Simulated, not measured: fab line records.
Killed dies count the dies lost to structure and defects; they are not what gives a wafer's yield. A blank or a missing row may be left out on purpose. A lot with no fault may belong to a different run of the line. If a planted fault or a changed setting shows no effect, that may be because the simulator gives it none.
Chamber matching    flow n5Finfet    cmp-02 running N5_BEOL_M12_CMP_49: 4 sister chambers
The step polishes, stops on SiOC, t overpolish 20.6 s, target thk 320 nm. 4 wafers are shown with their chamber, then 12 later ones without.

== WAFERS PAIRED WITH THEIR CHAMBERS ==
wafer   chamber  motorCurrentA (A)
L078.1  2        5.8
L083.1  1        5.1
L085.1  0        6.1
L085.5  3        4.9

== WAFERS MISSING THEIR CHAMBER ==
wafer   motorCurrentA (A)
L088.3  5.9
L088.4  5.1
L088.5  5.0
L089.3  6.0
L089.5  6.1
L089.6  5.2
L091.2  5.1
L091.3  6.1
L091.4  4.8
L092.2  6.2
L092.5  6.2
L092.6  5.0

== EACH ONE'S CHAMBER ==
wafer    from the rows above       in truth
L088.3   can't be placed: 2 or 0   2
L088.4   1                         1
L088.5   can't be placed: 1 or 3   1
L089.3   can't be placed: 0 or 2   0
L089.5   0                         0
L089.6   1                         1
L091.2   1                         1
L091.3   0                         0
L091.4   3                         3
L092.2   0                         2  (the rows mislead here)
L092.5   0                         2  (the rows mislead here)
L092.6   can't be placed: 1 or 3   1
Placed correctly: 6 of 12. These rows do not allow placing 4 (true chamber among the candidates in 4). Placed wrongly: 2.
How it was worked out, from the rows above alone: a wafer's distance from a chamber is the root of the sum, over the readings, of the square of ((its reading less the chamber's mean) divided by the reading's scatter). If the next closest chamber is less than 2 further off than the closest, the wafer can't be placed; otherwise it belongs to the closest. A chamber's mean is the mean of its shown wafers. The scatter: with one shown wafer a chamber, the root of the mean of the squares of how far each hidden wafer lies from its nearest shown one.
